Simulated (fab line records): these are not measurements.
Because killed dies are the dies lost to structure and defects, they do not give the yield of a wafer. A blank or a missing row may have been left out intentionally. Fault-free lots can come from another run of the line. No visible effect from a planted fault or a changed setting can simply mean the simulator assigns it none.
Chamber matching -- flow n5 finfet -- N5_DUMMY_GATE_ETCH_42 on rie diel-06 has 4 sister chambers
The step etches SiO2 in CHF3/O2, target depth 3.5 nm, time 31 s. 4 wafers are shown with their chamber, then 8 later ones without.

WAFERS, EACH WITH ITS CHAMBER
wafer,chamber,showerhead plenum p Torr (Torr)
L084.5,1,2.36
L085.4,2,2.54
L085.6,0,2.30
L086.1,3,2.49

WAFERS WHOSE CHAMBER IS MISSING
wafer,showerhead plenum p Torr (Torr)
L086.3,2.54
L086.4,2.36
L093.1,2.54
L093.3,2.49
L093.4,2.36
L097.2,2.29
L097.3,2.53
L097.6,2.29

CHAMBER TAKEN BY EACH
wafer,from the rows above,in truth
L086.3,2,2
L086.4,1,1
L093.1,2,2
L093.3,3,3
L093.4,1,1
L097.2,0,0
L097.3,2,2
L097.6,0,0
Correctly placed: 8 of 8. Can't be placed from these rows: 0. Wrongly placed: 0.
How it was worked out, from the rows above alone: a wafer's distance from a chamber is the root of the sum, over the readings, of the square of ((its reading less the chamber's mean) divided by the reading's scatter). The wafer belongs to the nearest chamber; if the next one is less than 2 further off, it can't be placed. For every chamber, the mean is computed from those of its wafers that are shown. The scatter: with one shown wafer a chamber, the root of the mean of the squares of how far each hidden wafer lies from its nearest shown one.
